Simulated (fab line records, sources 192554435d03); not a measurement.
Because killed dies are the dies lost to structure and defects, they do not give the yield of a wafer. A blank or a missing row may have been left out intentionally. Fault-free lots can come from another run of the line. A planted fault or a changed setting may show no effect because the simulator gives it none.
Split-lot study || flow n5-finfet || 21 wafers read from 7 lots, route of 1938 steps

## ABOUT THE SPLIT
At N5_MIM_BOT_ETCH_ETCH_04 (etches SiNx in CF4/O2, target depth 26 nm, time 13 s), the setting time-s was moved away from the recipe's 13 s on 7 of the 21 wafers read, by -16.9% to +18.8%. All remaining wafers had this setting at the recipe value.

Reading taken at the split's own step.

## THE READING
etch.depth-nm (the simulator's own value, which no gauge read), in nm, at N5_MIM_BOT_ETCH_ETCH_04 (etches SiNx in CF4/O2, target depth 26 nm, time 13 s). The file does not state a usual value for it. Here, 14 wafers ran the recipe; their average is 26.04 nm with a standard deviation of 0.45 nm.

{"wafer": "L078.4", "tool, chamber at the split": "rie-diel-05, 2", "time-s as run, s": 15.45, "against the recipe": "+18.8%", "etch.depth-nm, nm": 31.74, "against lot-mates on the recipe": "+5.11"}
{"wafer": "L078.5", "tool, chamber at the split": "rie-diel-05, 2", "time-s as run, s": 13, "against the recipe": "recipe", "etch.depth-nm, nm": 26.63, "against lot-mates on the recipe": "-"}
{"wafer": "L078.6", "tool, chamber at the split": "rie-diel-05, 3", "time-s as run, s": 15.45, "against the recipe": "+18.8%", "etch.depth-nm, nm": 30.9, "against lot-mates on the recipe": "+4.27"}
{"wafer": "L082.1", "tool, chamber at the split": "rie-diel-05, 1", "time-s as run, s": 10.96, "against the recipe": "-15.7%", "etch.depth-nm, nm": 21.58, "against lot-mates on the recipe": -4.43}
{"wafer": "L082.3", "tool, chamber at the split": "rie-diel-05, 2", "time-s as run, s": 13, "against the recipe": "recipe", "etch.depth-nm, nm": 26.01, "against lot-mates on the recipe": "-"}
{"wafer": "L082.4", "tool, chamber at the split": "rie-diel-05, 2", "time-s as run, s": 10.96, "against the recipe": "-15.7%", "etch.depth-nm, nm": 22.04, "against lot-mates on the recipe": -3.97}
{"wafer": "L083.1", "tool, chamber at the split": "rie-diel-02, 2", "time-s as run, s": 13, "against the recipe": "recipe", "etch.depth-nm, nm": 25.68, "against lot-mates on the recipe": "-"}
{"wafer": "L083.4", "tool, chamber at the split": "rie-diel-02, 3", "time-s as run, s": 13, "against the recipe": "recipe", "etch.depth-nm, nm": 26.43, "against lot-mates on the recipe": "-"}
{"wafer": "L083.5", "tool, chamber at the split": "rie-diel-02, 1", "time-s as run, s": 13, "against the recipe": "recipe", "etch.depth-nm, nm": 25.67, "against lot-mates on the recipe": "-"}
{"wafer": "L086.2", "tool, chamber at the split": "rie-diel-03, 0", "time-s as run, s": 13, "against the recipe": "recipe", "etch.depth-nm, nm": 25.62, "against lot-mates on the recipe": "-"}
{"wafer": "L086.5", "tool, chamber at the split": "rie-diel-03, 1", "time-s as run, s": 13, "against the recipe": "recipe", "etch.depth-nm, nm": 25.23, "against lot-mates on the recipe": "-"}
{"wafer": "L086.6", "tool, chamber at the split": "rie-diel-03, 0", "time-s as run, s": 13, "against the recipe": "recipe", "etch.depth-nm, nm": 25.55, "against lot-mates on the recipe": "-"}
{"wafer": "L091.4", "tool, chamber at the split": "rie-diel-03, 3", "time-s as run, s": 10.8, "against the recipe": "-16.9%", "etch.depth-nm, nm": 21.71, "against lot-mates on the recipe": -4.30}
{"wafer": "L091.5", "tool, chamber at the split": "rie-diel-03, 0", "time-s as run, s": 13, "against the recipe": "recipe", "etch.depth-nm, nm": 26.01, "against lot-mates on the recipe": "-"}
{"wafer": "L091.6", "tool, chamber at the split": "rie-diel-03, 2", "time-s as run, s": 10.8, "against the recipe": "-16.9%", "etch.depth-nm, nm": 21.63, "against lot-mates on the recipe": -4.38}
{"wafer": "L095.2", "tool, chamber at the split": "rie-diel-03, 1", "time-s as run, s": 13, "against the recipe": "recipe", "etch.depth-nm, nm": 26.82, "against lot-mates on the recipe": "-"}
{"wafer": "L095.3", "tool, chamber at the split": "rie-diel-03, 3", "time-s as run, s": 13, "against the recipe": "recipe", "etch.depth-nm, nm": 26.22, "against lot-mates on the recipe": "-"}
{"wafer": "L095.6", "tool, chamber at the split": "rie-diel-03, 0", "time-s as run, s": 13, "against the recipe": "recipe", "etch.depth-nm, nm": 26.03, "against lot-mates on the recipe": "-"}
{"wafer": "L097.1", "tool, chamber at the split": "rie-diel-05, 3", "time-s as run, s": 13, "against the recipe": "recipe", "etch.depth-nm, nm": 26.62, "against lot-mates on the recipe": "-"}
{"wafer": "L097.2", "tool, chamber at the split": "rie-diel-05, 1", "time-s as run, s": 11.82, "against the recipe": "-9.1%", "etch.depth-nm, nm": 23.19, "against lot-mates on the recipe": -3.17}
{"wafer": "L097.6", "tool, chamber at the split": "rie-diel-05, 2", "time-s as run, s": 13, "against the recipe": "recipe", "etch.depth-nm, nm": 26.1, "against lot-mates on the recipe": "-"}

THE FIT
A straight line over all 21 wafers: etch.depth-nm changes by +0.273 nm for each +1% of time-s; r = +0.99; the points scatter about the line by 0.43 nm.
The same after taking each lot's own level away (the mean of its wafers on the recipe; 21 wafers): +0.259 nm for each +1%; r = +0.99; scatter 0.33 nm.
Per that fit: largest time-s move, reading shift of 4.9 nm.
Across the lots, their own levels run from 25.467 to 26.630 nm, a range of 2.6 times the standard deviation given above.
Consequently the slope shifts little with the lot-to-lot level, the two slopes agreeing.
Check: with one of the wafers moved furthest among these (+18.8%) left out of the fit, the line predicts +4.71 nm for it against its lot-mates. It came out at +5.11 nm against them.

## THE OTHER SPLITS THESE WAFERS WENT THROUGH
Before the reading, these wafers also passed through other splits. Each is held against what the fit with the lots' levels taken away leaves over:
{"other split on the same wafers": "N5_BEOL_M7_ALD_77 ald-cycles", "wafers away from the commonest value": 10, "r with etch.depth-nm (lot level and that fit taken away)": "+0.10"}
{"other split on the same wafers": "N5_BEOL_M13_CMP_49 down-force-psi", "wafers away from the commonest value": 7, "r with etch.depth-nm (lot level and that fit taken away)": "+0.21"}
{"other split on the same wafers": "N5_BEOL_M14_ILD_DEP_00 time-s", "wafers away from the commonest value": 6, "r with etch.depth-nm (lot level and that fit taken away)": "+0.12"}
{"other split on the same wafers": "N5_BEOL_M14_COAT_65 spin-rpm", "wafers away from the commonest value": 3, "r with etch.depth-nm (lot level and that fit taken away)": "+0.29"}
{"other split on the same wafers": "N5_BEOL_M15_CMP_49 down-force-psi", "wafers away from the commonest value": 5, "r with etch.depth-nm (lot level and that fit taken away)": "+0.25"}
{"other split on the same wafers": "N5_MIM_BOT_SPUTTER_00 time-s", "wafers away from the commonest value": 3, "r with etch.depth-nm (lot level and that fit taken away)": -0.20}

## THE FILE'S OWN FIT
etch.depth-nm changes by +0.264 nm for each +1% of time-s, r = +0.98.
